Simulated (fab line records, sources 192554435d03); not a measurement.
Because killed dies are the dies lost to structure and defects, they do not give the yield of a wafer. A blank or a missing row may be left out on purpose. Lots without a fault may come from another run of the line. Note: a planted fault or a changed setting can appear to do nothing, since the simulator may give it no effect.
Matching of chambers -- flow n5_finfet -- rie_diel-01 running N5_BEOL_M9_ETCH_66: 4 sister chambers
The step etches SOC in N2/H2, target depth 80 nm, overetch 16 nm, time 120 s. 18 wafers are shown with their chamber, then 9 later ones without.

## WAFERS, EACH WITH ITS CHAMBER
wafer,chamber,throttle_valve_pct (%),showerhead_plenum_p_Torr (Torr),drypump_motor_current_A (A)
L076.1,2,18.11,2.55,5.9
L076.4,0,17.32,2.48,6.4
L076.6,2,18.09,2.55,5.9
L079.3,0,17.32,2.47,6.3
L079.5,1,17.54,2.41,5.5
L079.6,2,18.10,2.55,5.9
L081.3,2,18.13,2.54,5.9
L081.4,0,17.33,2.47,6.4
L081.5,0,17.33,2.47,6.4
L080.2,0,17.36,2.47,6.4
L080.3,2,18.12,2.54,5.9
L080.4,3,17.71,2.42,6.2
L085.1,2,18.14,2.54,5.9
L085.3,1,17.59,2.41,5.4
L085.4,3,17.73,2.42,6.2
L086.1,1,17.59,2.40,5.4
L086.2,2,18.13,2.54,5.9
L086.4,0,17.37,2.47,6.3

SIGNATURES (averages over the wafers above)
reading,chamber 0,chamber 1,chamber 2,chamber 3,scatter within a chamber
throttle_valve_pct,17.3383,17.5733,18.1171,17.7200,0.0209
showerhead_plenum_p_Torr,2.4717,2.4067,2.5443,2.4200,0.00479
drypump_motor_current_A,6.367,5.433,5.900,6.200,0.0378
Rule: distance of a wafer from a chamber = root of the sum over the readings of ((wafer's reading minus chamber's mean) / reading's scatter) squared. If the next closest chamber is less than 2 further off than the closest, the wafer can't be placed; otherwise it belongs to the closest. The scatter: take each reading less its chamber's mean, square it, sum over the shown wafers, divide by the number of wafers less the number of chambers, and take the root.

## WAFERS WITH NO CHAMBER GIVEN
wafer,throttle_valve_pct (%),showerhead_plenum_p_Torr (Torr),drypump_motor_current_A (A)
L088.1,17.35,2.47,6.3
L088.3,17.74,2.42,6.2
L088.4,18.14,2.54,5.9
L093.3,17.62,2.40,5.5
L093.4,18.15,2.53,5.9
L093.5,17.76,2.42,6.2
L097.2,17.39,2.46,6.4
L097.3,17.75,2.41,6.2
L097.4,17.76,2.41,6.2

## WHICH CHAMBER EACH ONE RAN IN
wafer,from the rows above,in truth
L088.1,0,0
L088.3,3,3
L088.4,2,2
L093.3,1,1
L093.4,2,2
L093.5,3,3
L097.2,0,0
L097.3,3,3
L097.4,3,3
Placed correctly: 9 of 9. From these rows, 0 cannot be placed. Placed wrongly: 0.
